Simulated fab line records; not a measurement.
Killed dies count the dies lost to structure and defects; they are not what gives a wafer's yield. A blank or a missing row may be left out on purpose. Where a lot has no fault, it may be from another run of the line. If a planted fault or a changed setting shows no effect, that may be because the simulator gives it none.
fab line records	flow n5Finfet
[record] lots = 7	wafers = 21
route steps=1938 shown BEOL_M9@1405 BEOL_M10@1494 BEOL_M12@1602 BEOL_M13@1680
startH: hours from the record's first day to the start of the lot's first wafer shown	waitH: hours elapsed since this lot's preceding step	" as in the row above	L1.1+2: a row that stands for several wafers	- no value, or no start was given	* or withheld: withheld	< > ~ a bound
route shown NAME@n: NAME is a module with steps in the file, n the number in the route of the first one	usual: average and standard deviation across the fault-free wafers	same: alike in all rows	chamber/n: place in a boat	sites: the reading at each site	_std_site: the values' standard deviation	_edge_site: the outer-site mean with the inner-site mean subtracted	radiusMm: for every site, how far away it sits from the centre of the wafer	mask NAME#n: copy n	behind: the tool/chamber that last shaped the wafer	hold: reason for holding the lot/hours on hold/outcome of the hold	device: the n, p or np transistor that did not switch	end of line: the tests these same wafers got at the end of their route	for a step that has no rows: nothing shown but its recipe	killed: dies that structure and defects cost at the first sort, which is not the same as the wafer's yield	map: per-die view of a wafer (x killed, . not killed, _ where there is no die)
set.NAME: the run value of the setting; set.NAME@STEP: its run value at that earlier step	model.NAME: the simulator's own value behind a step, which no gauge read
lots where settings were altered on purpose, with a table for each step and a row for each wafer
[[steps]]
[step N5_BEOL_M9_HM_DEP_02]
[recipe] material = TiN	targetThkA = 200	tempC = 25	chamberPressurePa = 0.49996
lot.wafer	tool	chamber	startH	waitH	set.targetThkA	model.TiN_of_BEOL_M9_HM_DEP_02.thkNm
L074.1+2	pvdSputter-01	-	278.37	1.4	200	20
L074.6	"	-	"	"	215.6	21.8
L076.1+3+6	pvdSputter-02	-	282.79	3.1	222.2	22.4
L078.3+4+6	pvdSputter-03	-	296.58	0.7	200	20.2
L081.1	pvdSputter-03	-	316.67	0.0	200	19.8
L081.2+6	"	-	"	"	183.9	18.2
L080.1	pvdSputter-03	-	343.07	1.7	200	20.2
L080.3	"	-	"	"	191.8	19.6
L080.5	"	-	"	"	191.8	19.4
L088.2	pvdSputter-02	-	364.11	3.3	200	20
L088.3	"	-	"	"	215	21.2
L088.5	"	-	"	"	215	21.4
L097.2	pvdSputter-01	-	403.91	0.6	200	19.8
L097.3+5	"	-	"	"	200	19.6
[step N5_BEOL_M9_DESCUM_16]
[recipe] chemistry = O2	timeS = 7.9	sourcePowerW = 50	biasPowerW = 20	pressureMtorr = 20	rfFrequencyHz = 2.712e+07	tempC = 40	resist = CAR-ArF	o2FlowSccm = 225
lot.wafer	tool	chamber	startH	waitH	set.timeS	model.CAR-ArF_of_BEOL_M9_COAT_05.thkNm
L074.1	rieDiel-06	1	278.83	0.0	7.297	83.8
L074.2	"	3	"	"	7.9	83.8
L074.6	"	3	"	"	7.9	83.6
L076.1+6	rieDiel-06	3,1	283.48	0.1	7.9	84
L076.3	"	0	"	"	7.9	83.8
L078.3	rieDiel-06	3	297.17	0.0	7.9	83.6
L078.4+6	"	0,3	"	"	7.9	83.8
L081.1	rieDiel-06	0	317.25	0.0	7.032	83.8
L081.2	"	1	"	"	7.9	83.4
L081.6	"	3	"	"	7.032	84.4
L080.1	rieDiel-02	3	343.65	0.0	6.494	84.4
L080.3	"	2	"	"	7.9	83.6
L080.5	"	2	"	"	6.494	84.6
L088.2	rieDiel-06	2	364.69	0.0	9.1	83.2
L088.3	"	3	"	"	7.9	84.4
L088.5	"	3	"	"	7.9	84
L097.2	rieDiel-06	1	404.37	0.0	8.472	83.2
L097.3	"	3	"	"	8.472	82.8
L097.5	"	1	"	"	7.9	83.2
[step N5_BEOL_M9_ETCH_61]
[recipe] chemistry = CF4	target = SiARC	targetDepthA = 390	maskMaterial = CAR-ArF	timeS = 65	ionEnergyEv = 80	pressureMtorr = 40	sourceW = 545	biasW = 36	Ar_flow_sccm = 100	cf4FlowSccm = 100	ends = cleared
[step N5_BEOL_M9_ETCH_62]
[recipe] chemistry = N2/H2	target = SOC	targetDepthA = 1100	overetchA = 220	maskMaterial = SiARC	tempC = 40	timeS = 165	ionEnergyEv = 200	pressureMtorr = 30	sourceW = 840	biasW = 150	n2FlowSccm = 200	h2FlowSccm = 200
[step N5_BEOL_M9_STRIP_68]
[recipe] chemistry = N2/H2	tempC = 40	n2FlowSccm = 200	h2FlowSccm = 200	rfFrequencyHz = 6e+07
[step N5_BEOL_M9_STRIP_67]
[recipe] chemistry = CF4	resist = SiARC	powerW = 300	biasPowerW = 75	pressureMtorr = 50	cf4FlowSccm = 150	rfFrequencyHz = 6e+07
[step N5_BEOL_M9_HM_OPEN_17]
[recipe] chemistry = Cl2/BCl3	targetDepthA = 200	overetchA = 60	target = TiN	maskMaterial = SOC	ionEnergyEv = 150	pressureMtorr = 10	icpW = 1000	biasW = 126	Cl2_flow_sccm = 53.25	bcl3FlowSccm = 21.75	Ar_flow_sccm = 25
lot.wafer	tool	chamber	startH	waitH	set.targetThkA@BEOL_M9_HM_DEP_02	model.etch.depthNm
L074.1	rieMetal-02	0	279.10	0.0	200	19.99
L074.2	"	0	"	"	200	19.93
L074.6	"	0	"	"	215.6	21.72
L076.1	rieMetal-02	0	283.75	0.0	222.2	22.35
L076.3	"	0	"	"	222.2	22.39
L076.6	"	1	"	"	222.2	22.34
L078.3	rieMetal-02	0	297.48	0.1	200	20.29
L078.4	"	1	"	"	200	20.27
L078.6	"	0	"	"	200	20.2
L081.1	rieMetal-03	1	317.52	0.0	200	19.87
L081.2	"	0	"	"	183.9	18.16
L081.6	"	0	"	"	183.9	18.24
L080.1	rieMetal-02	1	343.92	0.0	200	20.13
L080.3	"	0	"	"	191.8	19.58
L080.5	"	1	"	"	191.8	19.44
L088.2	rieMetal-01	0	364.96	0.0	200	20.09
L088.3	"	1	"	"	215	21.24
L088.5	"	0	"	"	215	21.31
L097.2	rieMetal-01	0	404.65	0.0	200	19.72
L097.3	"	1	"	"	200	19.57
L097.5	"	1	"	"	200	19.67
[step N5_BEOL_M9_TRENCH_ETCH_37]
[recipe] chemistry = C4F6/O2	targetDepthA = 1514.3	target = SiCOH_lowk	timeS = 49	ionEnergyEv = 250	pressureMtorr = 30	sourceW = 345	biasW = 185	Ar_flow_sccm = 300	C4F6_flow_sccm = 10	O2_flow_sccm = 10
[usual] rfVppV = 666/8.9
lot.wafer	tool	chamber	startH	waitH	set.biasW	set.targetThkA@BEOL_M9_HM_DEP_02	rfVppV	model.TiN_of_BEOL_M9_HM_DEP_02.thkNm
L074.1	rieDiel-05	1	-	-	185	200	656	15.8
L074.2	"	3	"	"	185	200	668	15.6
L074.6	"	0	"	"	185	215.6	677	17.4
L076.1	rieDiel-06	3	-	-	210.6	222.2	740	17.8
L076.3	"	1	"	"	210.6	222.2	725	17.8
L076.6	"	1	"	"	185	222.2	655	18.2
L078.3	rieDiel-06	2	-	-	185	200	662	16.2
L078.4	"	1	"	"	185	200	655	16
L078.6	"	1	"	"	185	200	654	16
L081.1	rieDiel-06	1	-	-	193.8	200	679	15.4
L081.2	"	2	"	"	185	183.9	675	14
L081.6	"	2	"	"	193.8	183.9	698	14
L080.1	rieDiel-06	0	-	-	185	200	664	16
L080.3	"	1	"	"	185	191.8	654	15.4
L080.5	"	3	"	"	185	191.8	668	15.2
L088.2	rieDiel-02	3	-	-	185	200	652	15.8
L088.3	"	1	"	"	185	215	665	17
L088.5	"	2	"	"	185	215	677	17
L097.2	rieDiel-06	3	-	-	185	200	668	15.6
L097.3	"	2	"	"	209.5	200	744	15
L097.5	"	3	"	"	209.5	200	737	15.2
[step N5_BEOL_M10_COAT_63]
[recipe] resist = SOC	tempC = 250	timeS = 60	spinRpm = 1500	resistThkNm = 100
lot.wafer	tool	chamber	startH	waitH	set.spinRpm	model.SOC_of_BEOL_M10_COAT_63.thkNm
L074.1	lithoTrack-01	0	290.38	0.1	1444	102
L074.2	"	0	"	"	1500	100
L074.6	"	0	"	"	1444	101.8
L076.1+6	lithoTrack-01	0	295.00	2.1	1336	106.4
L076.3	"	0	"	"	1500	100.6
L078.3	lithoTrack-05	0	305.14	1.2	1500	100.2
L078.4+6	"	0	"	"	1500	100.4
L081.1	lithoTrack-05	0	330.74	4.0	1500	100.2
L081.2	"	0	"	"	1500	100.4
L081.6	"	0	"	"	1374	104.4
L080.1+3	lithoTrack-01	0	356.53	1.1	1651	95.8
L080.5	"	0	"	"	1651	95.6
L088.2	lithoTrack-02	0	372.81	0.7	1562	97.8
L088.3	"	0	"	"	1500	100
L088.5	"	0	"	"	1500	100.2
L097.2+5	lithoTrack-01	0	417.01	1.8	1500	100.2
L097.3	"	0	"	"	1500	100.4
[step N5_BEOL_M10_PEB_26]
[recipe] pebTempC = withheld	pebTimeS = 60	resist = CAR-ArF
lot.wafer	tool	chamber	startH	waitH	set.pebTimeS
L074.1	lithoTrack-02	0	290.69	0.1	60
L074.2+6	"	0	"	"	50.96
L076.1+6	lithoTrack-02	0	295.18	0.1	53.48
L076.3	"	0	"	"	60
L078.3+4+6	lithoTrack-05	0	305.49	0.0	60
L081.1+6	lithoTrack-02	0	331.05	0.1	69.49
L081.2	"	0	"	"	60
L080.1	lithoTrack-01	0	356.84	0.1	51.78
L080.3+5	"	0	"	"	60
L088.2+3+5	lithoTrack-01	0	373.28	0.1	60
L097.2+3	lithoTrack-02	0	417.32	0.1	71.48
L097.5	"	0	"	"	60
[step N5_BEOL_M10_DEVELOP_27]
[recipe] developTimeS = 30	developer = TMAH	resist = CAR-ArF	rinseLiquid = diw	dry = airSpin	devTempC = 23
[step N5_BEOL_M10_CD_MEAS_28]
[recipe] targetCdNm = 70	landingEnergyEv = 500	detector = seInlens	polarity = opening
[usual] cdNm = 69.9/0.84
lot.wafer	tool	chamber	startH	waitH	set.pebTimeS@BEOL_M10_PEB_26	cdNm
L074.1	cdSem-03	0	290.75	-	60	69.9
L074.2	"	0	"	"	50.96	61.5
L074.6	"	0	"	"	50.96	61.9
L076.1	cdSem-03	0	295.25	-	53.48	65.3
L076.3	"	0	"	"	60	69.5
L076.6	"	0	"	"	53.48	64.4
L078.3	cdSem-03	0	305.56	-	60	70.4
L078.4	"	0	"	"	60	70.7
L078.6	"	0	"	"	60	71.1
L081.1	cdSem-03	0	331.11	-	69.49	75.8
L081.2	"	0	"	"	60	68.4
L081.6	"	0	"	"	69.49	74.6
L080.1	cdSem-03	0	356.90	-	51.78	63.8
L080.3	"	0	"	"	60	69.8
L080.5	"	0	"	"	60	70.5
L088.2	cdSem-01	0	373.35	-	60	69.6
L088.3	"	0	"	"	60	68.8
L088.5	"	0	"	"	60	69.5
L097.2	cdSem-02	0	417.39	-	71.48	78.3
L097.3	"	0	"	"	71.48	76.6
L097.5	"	0	"	"	60	69.4
[step N5_BEOL_M10_DESCUM_33]
[recipe] chemistry = O2	timeS = 7.9	sourcePowerW = 50	biasPowerW = 20	pressureMtorr = 20	rfFrequencyHz = 2.712e+07	tempC = 40	resist = CAR-ArF	o2FlowSccm = 225
[step N5_BEOL_M10_ETCH_65]
[recipe] chemistry = CF4	target = SiARC	targetDepthA = 390	maskMaterial = CAR-ArF	timeS = 65	ionEnergyEv = 80	pressureMtorr = 40	sourceW = 545	biasW = 36	Ar_flow_sccm = 100	cf4FlowSccm = 100	ends = cleared
[step N5_BEOL_M10_ETCH_66]
[recipe] chemistry = N2/H2	target = SOC	targetDepthA = 1200	overetchA = 240	maskMaterial = SiARC	tempC = 40	timeS = 180	ionEnergyEv = 200	pressureMtorr = 30	sourceW = 840	biasW = 150	n2FlowSccm = 200	h2FlowSccm = 200
lot.wafer	tool	chamber	startH	waitH	set.spinRpm@BEOL_M10_COAT_63	model.etch.depthNm
L074.1	rieDiel-04	1	290.97	0.1	1444	102
L074.2	"	3	"	"	1500	99.98
L074.6	"	1	"	"	1444	101.7
L076.1+6	rieDiel-03	0,1	295.68	0.0	1336	106.4
L076.3	"	1	"	"	1500	100.5
L078.3	rieDiel-01	1	305.73	0.0	1500	100.1
L078.4+6	"	0,3	"	"	1500	100.3
L081.1	rieDiel-04	1	331.29	0.0	1500	100.2
L081.2	"	3	"	"	1500	100.4
L081.6	"	3	"	"	1374	104.5
L080.1	rieDiel-03	2	357.08	0.0	1651	95.7
L080.3	"	0	"	"	1651	95.89
L080.5	"	1	"	"	1651	95.61
L088.2	rieDiel-01	0	373.62	0.0	1562	97.88
L088.3	"	3	"	"	1500	99.99
L088.5	"	2	"	"	1500	100.1
L097.2	rieDiel-04	3	417.72	0.0	1500	100.2
L097.3	"	1	"	"	1500	100.5
L097.5	"	3	"	"	1500	100.3
[step N5_BEOL_M12_ILD_DEP_00]
[recipe] material = SiOC	targetThkA = 6589.2	tempC = 350	precursor = DEMS/O2	pressureTorr = 5	rfW = 500	timeS = 130.7
lot.wafer	tool	chamber	startH	waitH	set.timeS	model.SiOC_of_BEOL_M12_ILD_DEP_00.thkNm
L074.1	pecvd-01	0	303.45	0.0	146	728
L074.2	"	2	"	"	130.7	655.6
L074.6	"	1	"	"	130.7	658.8
L076.1	pecvd-04	1	306.99	0.0	130.7	656.6
L076.3	"	0	"	"	130.7	655.2
L076.6	"	2	"	"	115.7	595
L078.3	pecvd-04	0	318.56	0.0	130.7	652.8
L078.4	"	0	"	"	130.7	659.8
L078.6	"	1	"	"	130.7	661
L081.1	pecvd-04	1	345.29	0.0	130.7	664
L081.2	"	0	"	"	139.7	707.4
L081.6	"	1	"	"	139.7	713.2
L080.1	pecvd-04	1	369.60	0.0	124.6	631.6
L080.3	"	0	"	"	130.7	667
L080.5	"	1	"	"	130.7	663.6
L088.2	pecvd-03	0	387.54	0.0	130.7	655
L088.3	"	2	"	"	130.7	666.6
L088.5	"	2	"	"	122.1	609.8
L097.2	pecvd-01	2	429.17	0.0	130.7	649
L097.3	"	0	"	"	111.3	565
L097.5	"	2	"	"	130.7	669.6
[step N5_BEOL_M12_THK_MEAS_01]
[recipe] reads = SiOC_of_BEOL_M12_ILD_DEP_00
[usual] M12_ILD_THK = 659/7.9
lot.wafer	tool	chamber	startH	waitH	set.timeS@BEOL_M12_ILD_DEP_00	M12_ILD_THK[nm]
L074.1	filmMetro-01	-	303.58	0.1	146	729
L074.2	"	-	"	"	130.7	656
L074.6	"	-	"	"	130.7	659
L076.1	filmMetro-02	-	307.13	0.1	130.7	656
L076.3	"	-	"	"	130.7	655
L076.6	"	-	"	"	115.7	595
L078.3	filmMetro-02	-	318.70	0.1	130.7	652
L078.4	"	-	"	"	130.7	660
L078.6	"	-	"	"	130.7	661
L081.1	filmMetro-02	-	345.42	0.1	130.7	664
L081.2	"	-	"	"	139.7	708
L081.6	"	-	"	"	139.7	713
L080.1	filmMetro-02	-	369.78	0.1	124.6	632
L080.3	"	-	"	"	130.7	667
L080.5	"	-	"	"	130.7	664
L088.2	filmMetro-01	-	387.72	0.1	130.7	655
L088.3	"	-	"	"	130.7	667
L088.5	"	-	"	"	122.1	610
L097.2	filmMetro-01	-	429.30	0.1	130.7	649
L097.3	"	-	"	"	111.3	565
L097.5	"	-	"	"	130.7	670
[step N5_BEOL_M12_PEB_08]
[recipe] pebTempC = 130	pebTimeS = 90
lot.wafer	tool	chamber	startH	waitH	set.pebTimeS
L074.1+2	lithoTrack-03	0	303.77	0.1	72.15
L074.6	"	0	"	"	90
L076.1+3	lithoTrack-01	0	307.31	0.1	90
L076.6	"	0	"	"	76.66
L078.3+4+6	lithoTrack-02	0	319.01	0.0	90
L081.1+2+6	lithoTrack-01	0	345.73	0.1	90
L080.1+5	lithoTrack-01	0	369.97	0.1	96.57
L080.3	"	0	"	"	90
L088.2+3+5	lithoTrack-02	0	387.91	0.0	90
L097.2	lithoTrack-02	0	429.49	0.0	105.5
L097.3+5	"	0	"	"	90
[step N5_BEOL_M12_DEVELOP_09]
[recipe] developTimeS = 45	rinseLiquid = diw	dry = airSpin	devTempC = 21
[step N5_BEOL_M12_HARDBAKE_14]
[recipe] tempC = 130	timeS = 120
[step N5_BEOL_M12_CD_MEAS_10]
[recipe] targetCdNm = 140	landingEnergyEv = 500	detector = seInlens	polarity = opening
[usual] cdNm = 139.7/1.4
lot.wafer	tool	chamber	startH	waitH	set.pebTimeS@BEOL_M12_PEB_08	cdNm
L074.1	cdSem-01	0	303.88	-	72.15	133.2
L074.2	"	0	"	"	72.15	132.8
L074.6	"	0	"	"	90	140.6
L076.1	cdSem-02	0	307.43	-	90	138.5
L076.3	"	0	"	"	90	138.1
L076.6	"	0	"	"	76.66	135.1
L078.3	cdSem-02	0	319.13	-	90	137.1
L078.4	"	0	"	"	90	137.2
L078.6	"	0	"	"	90	140.3
L081.1	cdSem-01	0	345.85	-	90	138.9
L081.2	"	0	"	"	90	141.2
L081.6	"	0	"	"	90	140.7
L080.1	cdSem-02	0	370.08	-	96.57	142.3
L080.3	"	0	"	"	90	140.0
L080.5	"	0	"	"	96.57	140.3
L088.2	cdSem-03	0	388.03	-	90	139.2
L088.3	"	0	"	"	90	139.7
L088.5	"	0	"	"	90	139.5
L097.2	cdSem-01	0	429.60	-	105.5	145.0
L097.3	"	0	"	"	90	139.7
L097.5	"	0	"	"	90	140.1
[step N5_BEOL_M12_DESCUM_15]
[recipe] chemistry = O2	timeS = 7.9	sourcePowerW = 50	biasPowerW = 20	pressureMtorr = 20	rfFrequencyHz = 2.712e+07	tempC = 40	o2FlowSccm = 225
[step N5_BEOL_M12_ETCH_59]
[recipe] chemistry = N2/H2	target = BARC	targetDepthA = 890	overetchA = 267	timeS = 67.9	ionEnergyEv = 200	pressureMtorr = 30	sourceW = 840	biasW = 150	n2FlowSccm = 200	h2FlowSccm = 200
[step N5_BEOL_M12_VIA_ETCH_16]
[recipe] chemistry = C4F8/O2/Ar	target = SiOC	pressureMtorr = 30	sourceW = 3000	biasW = 700	Ar_flow_sccm = 400	C4F8_flow_sccm = 15	O2_flow_sccm = 8	heInnerTorr = 15	heOuterTorr = 30	targetDepthA = 7248	timeS = withheld	ionEnergyEv = 250	ends = cleared
lot.wafer	tool	chamber	startH	waitH	set.timeS@BEOL_M12_ILD_DEP_00	model.etch.depthNm	model.coat_of_BEOL_M12_COAT_04.thkNm
L074.1	rieDiel-03	2	304.06	0.0	*	728.1	102
L074.2	"	0	"	"	*	655.6	126.6
L074.6	"	1	"	"	*	658.9	123.4
L076.1	rieDiel-03	3	307.60	0.0	*	656.5	125.2
L076.3	"	0	"	"	*	655.1	125.2
L076.6	"	1	"	"	*	594.9	141.2
L078.3	rieDiel-01	3	319.30	0.0	*	652.7	126.4
L078.4	"	1	"	"	*	659.7	124.4
L078.6	"	3	"	"	*	661.1	123.8
L081.1	rieDiel-03	3	346.02	0.0	*	664	123.8
L081.2	"	2	"	"	*	707.4	107.8
L081.6	"	1	"	"	*	713.2	105.6
L080.1	rieDiel-04	3	370.26	0.0	*	631.6	130
L080.3	"	1	"	"	*	667.1	120.6
L080.5	"	2	"	"	*	663.5	123
L088.2	rieDiel-01	1	388.42	0.0	*	654.9	125.2
L088.3	"	0	"	"	*	666.6	124.2
L088.5	"	0	"	"	*	609.9	139.4
L097.2	rieDiel-04	1	430.29	0.0	*	649.1	125.4
L097.3	"	0	"	"	*	564.9	150
L097.5	"	3	"	"	*	669.6	118.4
[step N5_BEOL_M12_STRIP_63]
[recipe] chemistry = N2/H2	powerW = 1000	tempC = 250	h2Frac = 0.65	overashFraction = 0.3	pressureMtorr = 1000	n2FlowSccm = 1750	h2FlowSccm = 3250
[usual] stripTimeToEndpointS = 42.5/0.77
lot.wafer	tool	chamber	startH	waitH	set.timeS@BEOL_M12_ILD_DEP_00	stripTimeToEndpointS
L074.1	plasmaAsher-01	1	304.26	-	146	36.8
L074.2	"	0	"	"	130.7	43.4
L074.6	"	0	"	"	130.7	42.6
L076.1	plasmaAsher-01	0	307.80	-	130.7	43.1
L076.3	"	1	"	"	130.7	43.1
L076.6	"	1	"	"	115.7	47.3
L078.3	plasmaAsher-02	0	319.52	-	130.7	43.4
L078.4	"	1	"	"	130.7	42.9
L078.6	"	0	"	"	130.7	42.7
L081.1	plasmaAsher-02	0	346.22	-	130.7	42.7
L081.2	"	1	"	"	139.7	38.3
L081.6	"	0	"	"	139.7	37.8
L080.1	plasmaAsher-02	0	370.46	-	124.6	44.3
L080.3	"	0	"	"	130.7	41.9
L080.5	"	0	"	"	130.7	42.5
L088.2	plasmaAsher-02	1	388.62	-	130.7	43.1
L088.3	"	1	"	"	130.7	42.8
L088.5	"	1	"	"	122.1	46.9
L097.2	plasmaAsher-02	1	430.85	-	130.7	43.1
L097.3	"	0	"	"	111.3	49.6
L097.5	"	0	"	"	130.7	41.2
[step N5_BEOL_M12_CMP_49]
[recipe] stopOn = SiOC	tOverpolishS = 20.6	downForcePsi = 1	platenRpm = 50	clearingPlatenDownForcePsi = 1.5	clearingPlatenRpm = 50	postCmpClean = cuAlkaline	targetThkNm = 320	clearingPlatenPadVelocityMS = 0.99484	padVelocityMS = 0.99484
lot.wafer	tool	chamber	startH	waitH	set.downForcePsi	set.timeS@BEOL_M12_ILD_DEP_00	model.SiOC_of_BEOL_M12_ILD_DEP_00.thkNm
L074.1	cmp-03	3	307.36	0.3	1	146	670
L074.2	"	0	"	"	1	130.7	596.6
L074.6	"	0	"	"	1	130.7	599.8
L076.3	cmp-02	0	310.76	0.2	1.153	130.7	595
L076.1	"	2	"	"	1	130.7	597.8
L076.6	"	0	"	"	1.153	115.7	534.8
L078.4	cmp-03	0	323.03	0.1	1	130.7	600
L078.3	"	2	"	"	1	130.7	593
L078.6	"	0	"	"	1	130.7	601.4
L081.2	cmp-03	1	354.54	0.2	1	139.7	647.6
L081.1	"	2	"	"	1	130.7	604.2
L081.6	"	1	"	"	0.8664	139.7	653.6
L080.3	cmp-03	2	375.56	0.2	1.098	130.7	607.2
L080.1	"	3	"	"	1.098	124.6	572.6
L080.5	"	0	"	"	1	130.7	603
L088.2	cmp-01	0	394.35	0.2	1	130.7	594
L088.3	"	1	"	"	1	130.7	607
L088.5	"	0	"	"	1	122.1	550.2
L097.3	cmp-03	2	433.24	0.2	1	111.3	504
L097.2	"	1	"	"	1	130.7	590
L097.5	"	3	"	"	1	130.7	609
[step N5_BEOL_M13_COAT_65]
[recipe] resist = SOC	tempC = 250	timeS = 60	spinRpm = 1500	resistThkNm = 350
lot.wafer	tool	chamber	startH	waitH	set.spinRpm	model.SOC_of_BEOL_M13_COAT_65.thkNm
L074.1	lithoTrack-02	0	308.96	0.0	1397	362.6
L074.2	"	0	"	"	1500	349.4
L074.6	"	0	"	"	1397	362.4
L076.1	lithoTrack-04	0	312.31	0.0	1500	350
L076.3	"	0	"	"	1598	338.4
L076.6	"	0	"	"	1598	339.8
L078.3	lithoTrack-04	0	324.75	0.0	1500	353.2
L078.4	"	0	"	"	1500	353.8
L078.6	"	0	"	"	1500	354
L081.1	lithoTrack-04	0	356.13	0.0	1451	357.8
L081.2	"	0	"	"	1500	351.6
L081.6	"	0	"	"	1500	351.8
L080.1	lithoTrack-02	0	377.10	0.0	1500	352
L080.3	"	0	"	"	1500	352.2
L080.5	"	0	"	"	1500	351.8
L088.2	lithoTrack-02	0	396.13	0.0	1500	351.4
L088.3	"	0	"	"	1594	341
L088.5	"	0	"	"	1594	340.2
L097.2	lithoTrack-02	0	435.12	0.0	1500	353.4
L097.3	"	0	"	"	1500	351.6
L097.5	"	0	"	"	1500	352.8
[[key]]
[split] step = N5_BEOL_M9_HM_DEP_02	setting = targetThkA	stated = 200	by = wafer
[response] step = N5_BEOL_M9_HM_DEP_02	reading = model.TiN_of_BEOL_M9_HM_DEP_02.thkNm	change = +0.199	per = 1%	r = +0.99
[response] step = N5_BEOL_M9_HM_OPEN_17	reading = model.etch.depthNm	change = +0.194	per = 1%	r = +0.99
[response] step = N5_BEOL_M9_TRENCH_ETCH_37	reading = model.TiN_of_BEOL_M9_HM_DEP_02.thkNm	change = +0.183	per = 1%	r = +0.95
[split] step = N5_BEOL_M9_DESCUM_16	setting = timeS	stated = 7.9	by = wafer
[response] step = N5_BEOL_M9_DESCUM_16	reading = model.CAR-ArF_of_BEOL_M9_COAT_05.thkNm	change = -0.0528	per = 1%	r = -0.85
[split] step = N5_BEOL_M9_TRENCH_ETCH_37	setting = biasW	stated = 185	by = wafer
[response] step = N5_BEOL_M9_TRENCH_ETCH_37	reading = rfVppV	change = +5.37	per = 1%	r = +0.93
[split] step = N5_BEOL_M10_COAT_63	setting = spinRpm	stated = 1500	by = wafer
[response] step = N5_BEOL_M10_COAT_63	reading = model.SOC_of_BEOL_M10_COAT_63.thkNm	change = -0.518	per = 1%	r = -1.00
[response] step = N5_BEOL_M10_ETCH_66	reading = model.etch.depthNm	change = -0.52	per = 1%	r = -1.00
[split] step = N5_BEOL_M10_PEB_26	setting = pebTimeS	stated = 60	by = wafer
[response] step = N5_BEOL_M10_CD_MEAS_28	reading = cdNm	change = +0.454	per = 1%	r = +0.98
[split] step = N5_BEOL_M12_ILD_DEP_00	setting = timeS	stated = 130.7	by = wafer
[response] step = N5_BEOL_M12_ILD_DEP_00	reading = model.SiOC_of_BEOL_M12_ILD_DEP_00.thkNm	change = +6.22	per = 1%	r = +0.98
[response] step = N5_BEOL_M12_THK_MEAS_01	reading = M12_ILD_THK	change = +6.21	per = 1%	r = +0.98
[response] step = N5_BEOL_M12_VIA_ETCH_16	reading = model.etch.depthNm	change = +6.22	per = 1%	r = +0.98
[response] step = N5_BEOL_M12_VIA_ETCH_16	reading = model.coat_of_BEOL_M12_COAT_04.thkNm	change = -1.87	per = 1%	r = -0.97
[response] step = N5_BEOL_M12_STRIP_63	reading = stripTimeToEndpointS	change = *	per = 1%	r = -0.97
[response] step = N5_BEOL_M12_CMP_49	reading = model.SiOC_of_BEOL_M12_ILD_DEP_00.thkNm	change = +6.26	per = 1%	r = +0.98
[split] step = N5_BEOL_M12_PEB_08	setting = pebTimeS	stated = 90	by = wafer
[response] step = N5_BEOL_M12_CD_MEAS_10	reading = cdNm	change = +0.307	per = 1%	r = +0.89
[split] step = N5_BEOL_M12_CMP_49	setting = downForcePsi	stated = 1	by = wafer
response none clear
[split] step = N5_BEOL_M13_COAT_65	setting = spinRpm	stated = 1500	by = wafer
[response] step = N5_BEOL_M13_COAT_65	reading = model.SOC_of_BEOL_M13_COAT_65.thkNm	change = -1.78	per = 1%	r = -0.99
